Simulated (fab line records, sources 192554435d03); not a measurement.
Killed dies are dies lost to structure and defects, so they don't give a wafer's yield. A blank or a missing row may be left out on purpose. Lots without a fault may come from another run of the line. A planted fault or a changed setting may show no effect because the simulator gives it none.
Chamber matching | flow n5_finfet | N5_ZERO_LAYER_ETCH_17 on rie_diel-02: 4 sister chambers
The step etches SiO2 in CF4, target depth 12 nm, time 13.3 s. 14 wafers are shown with their chamber, then 7 later ones without.

WAFERS WITH THEIR CHAMBER
wafer  | chamber | showerhead_plenum_p_Torr (Torr) | drypump_motor_current_A (A) | oes_product_au (a.u.)
L082.1 | 1       | 2.23                            | 5.7                         | 0.73
L082.2 | 3       | 2.07                            | 6.5                         | 0.83
L082.4 | 3       | 2.07                            | 6.5                         | 0.84
L085.1 | 2       | 2.12                            | 5.8                         | 0.74
L085.2 | 3       | 2.07                            | 6.5                         | 0.81
L085.6 | 1       | 2.22                            | 5.7                         | 0.72
L088.1 | 2       | 2.12                            | 5.8                         | 0.72
L088.3 | 0       | 2.14                            | 6.5                         | 0.76
L088.5 | 3       | 2.06                            | 6.5                         | 0.81
L089.2 | 2       | 2.12                            | 5.9                         | 0.73
L089.4 | 0       | 2.14                            | 6.6                         | 0.76
L089.5 | 3       | 2.06                            | 6.6                         | 0.82
L092.1 | 2       | 2.12                            | 5.8                         | 0.71
L092.2 | 3       | 2.06                            | 6.5                         | 0.80

SIGNATURES (means of the wafers above)
reading                  | chamber 0 | chamber 1 | chamber 2 | chamber 3 | scatter within a chamber
showerhead_plenum_p_Torr | 2.1400    | 2.2250    | 2.1200    | 2.0650    | 0.00447
drypump_motor_current_A  | 6.550     | 5.700     | 5.825     | 6.517     | 0.0456
oes_product_au           | 0.7600    | 0.7250    | 0.7250    | 0.8183    | 0.0128
Rule: a wafer's distance from a chamber is the root of the sum, over the readings, of the square of ((its reading less the chamber's mean) divided by the reading's scatter). The wafer belongs to the nearest chamber; if the next one is less than 2 further off, it can't be placed. The scatter: the root of (the sum of the squares of (reading less its chamber's mean) over the shown wafers, divided by (wafers less chambers)).

WAFERS WITHOUT THEIR CHAMBER
wafer  | showerhead_plenum_p_Torr (Torr) | drypump_motor_current_A (A) | oes_product_au (a.u.)
L092.3 | 2.22                            | 5.7                         | 0.71
L093.1 | 2.12                            | 5.8                         | 0.72
L093.2 | 2.06                            | 6.5                         | 0.81
L093.4 | 2.14                            | 6.5                         | 0.75
L097.2 | 2.12                            | 5.9                         | 0.71
L097.4 | 2.22                            | 5.7                         | 0.71
L097.6 | 2.22                            | 5.7                         | 0.70

WHICH CHAMBER EACH WENT THROUGH
wafer  | from the rows above | in truth
L092.3 | 1                   | 1
L093.1 | 2                   | 2
L093.2 | 3                   | 3
L093.4 | 0                   | 0
L097.2 | 2                   | 2
L097.4 | 1                   | 1
L097.6 | 1                   | 1
Placed correctly: 7 of 7. Can't be placed from these rows: 0. Placed wrongly: 0.
